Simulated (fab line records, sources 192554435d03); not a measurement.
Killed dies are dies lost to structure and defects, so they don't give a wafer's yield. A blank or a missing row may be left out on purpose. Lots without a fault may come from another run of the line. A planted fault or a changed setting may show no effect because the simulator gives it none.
Split-lot experiment | flow n5_finfet | 7 lots, 39 wafers read, on a route of 1938 steps

THE SPLIT
At N5_SD_EPI_N_ETCH_16 (etches SiO2 in CHF3/O2, target depth 5 nm), the setting target_depth_a was moved away from the recipe's 50 angstrom on 12 of the 39 wafers read, by -11.6% to +12.1%. The other wafers ran this setting at the recipe's value.

The reading is taken at the split's own step.

THE READING
etch.depth_nm (the simulator's own value, which no gauge read), in nm, at N5_SD_EPI_N_ETCH_16 (etches SiO2 in CHF3/O2, target depth 5 nm). The file gives no usual value for it. The 27 wafers here that ran the recipe average 5.029 nm, standard deviation 0.054 nm.

wafer  | tool, chamber at the split | target_depth_a as run, angstrom | against the recipe | etch.depth_nm, nm | against lot-mates on the recipe
L074.1 | rie_diel-04, 2             | 50                              | recipe             | 4.902             | -
L074.2 | rie_diel-04, 3             | 55.17                           | +10.3%             | 5.627             | +0.659
L074.3 | rie_diel-04, 0             | 55.17                           | +10.3%             | 5.411             | +0.443
L074.4 | rie_diel-04, 1             | 50                              | recipe             | 4.939             | -
L074.5 | rie_diel-04, 3             | 50                              | recipe             | 5.062             | -
L074.6 | rie_diel-04, 2             | 55.17                           | +10.3%             | 5.413             | +0.445
L075.1 | rie_diel-01, 2             | 50                              | recipe             | 5.027             | -
L075.2 | rie_diel-01, 1             | 50                              | recipe             | 4.991             | -
L075.3 | rie_diel-01, 3             | 50                              | recipe             | 5.034             | -
L075.4 | rie_diel-01, 0             | 50                              | recipe             | 4.949             | -
L075.5 | rie_diel-01, 2             | 50                              | recipe             | 5.003             | -
L075.6 | rie_diel-01, 1             | 50                              | recipe             | 5.047             | -
L076.1 | rie_diel-01, 3             | 50                              | recipe             | 5.093             | -
L076.4 | rie_diel-01, 0             | 50                              | recipe             | 4.949             | -
L076.6 | rie_diel-01, 2             | 50                              | recipe             | 5.032             | -
L078.1 | rie_diel-02, 0             | 50                              | recipe             | 4.934             | -
L078.2 | rie_diel-02, 3             | 44.21                           | -11.6%             | 4.387             | -0.604
L078.3 | rie_diel-02, 2             | 50                              | recipe             | 5.023             | -
L078.4 | rie_diel-02, 1             | 44.21                           | -11.6%             | 4.337             | -0.654
L078.5 | rie_diel-02, 3             | 50                              | recipe             | 5.016             | -
L078.6 | rie_diel-02, 2             | 44.21                           | -11.6%             | 4.438             | -0.553
L090.1 | rie_diel-01, 3             | 50                              | recipe             | 5.057             | -
L090.2 | rie_diel-01, 1             | 50                              | recipe             | 5.048             | -
L090.3 | rie_diel-01, 2             | 50                              | recipe             | 5.072             | -
L090.4 | rie_diel-01, 2             | 50                              | recipe             | 5.041             | -
L090.5 | rie_diel-01, 3             | 50                              | recipe             | 5.061             | -
L090.6 | rie_diel-01, 1             | 50                              | recipe             | 5.037             | -
L094.1 | rie_diel-02, 1             | 50                              | recipe             | 5.103             | -
L094.2 | rie_diel-02, 3             | 50                              | recipe             | 5.073             | -
L094.3 | rie_diel-02, 2             | 56.06                           | +12.1%             | 5.69              | +0.616
L094.4 | rie_diel-02, 0             | 56.06                           | +12.1%             | 5.586             | +0.512
L094.5 | rie_diel-02, 3             | 50                              | recipe             | 5.045             | -
L094.6 | rie_diel-02, 0             | 56.06                           | +12.1%             | 5.646             | +0.572
L096.1 | rie_diel-01, 0             | 50                              | recipe             | 5.102             | -
L096.2 | rie_diel-01, 3             | 45.87                           | -8.3%              | 4.647             | -0.437
L096.3 | rie_diel-01, 2             | 45.87                           | -8.3%              | 4.594             | -0.490
L096.4 | rie_diel-01, 1             | 45.87                           | -8.3%              | 4.642             | -0.442
L096.5 | rie_diel-01, 1             | 50                              | recipe             | 5.033             | -
L096.6 | rie_diel-01, 0             | 50                              | recipe             | 5.118             | -

THE FIT
A straight line over all 39 wafers: etch.depth_nm changes by +0.0502 nm for each +1% of target_depth_a; r = +0.98; the points scatter about the line by 0.062 nm.
The same after taking each lot's own level away (the mean of its wafers on the recipe; 39 wafers): +0.0504 nm for each +1%; r = +0.99; scatter 0.051 nm.
On that fit, the largest move of target_depth_a shifts the reading by 0.61 nm.
The lots' own levels span 4.9677 to 5.0843 nm, that is 2.2 times the standard deviation above.
So the lot-to-lot level changes the slope little: the two slopes agree.
Check: with one of the wafers moved furthest among these (+12.1%) left out of the fit, the line predicts +0.6 nm for it against its lot-mates. It came out at +0.616 nm against them.

OTHER SPLITS ON THESE WAFERS
These wafers also went through other splits before the reading. Each is held against what the fit with the lots' levels taken away leaves over:
other split on the same wafers | wafers away from the commonest value | r with etch.depth_nm (lot level and that fit taken away)
N5_DUMMY_GATE_CVD_03 temp_c    | 24                                   | -0.14
N5_DUMMY_GATE_ETCH_37 source_w | 18                                   | +0.06
N5_DUMMY_GATE_ETCH_32 time_s   | 15                                   | -0.16

THE FILE'S OWN FIT
etch.depth_nm changes by +0.0503 nm for each +1% of target_depth_a, r = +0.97.
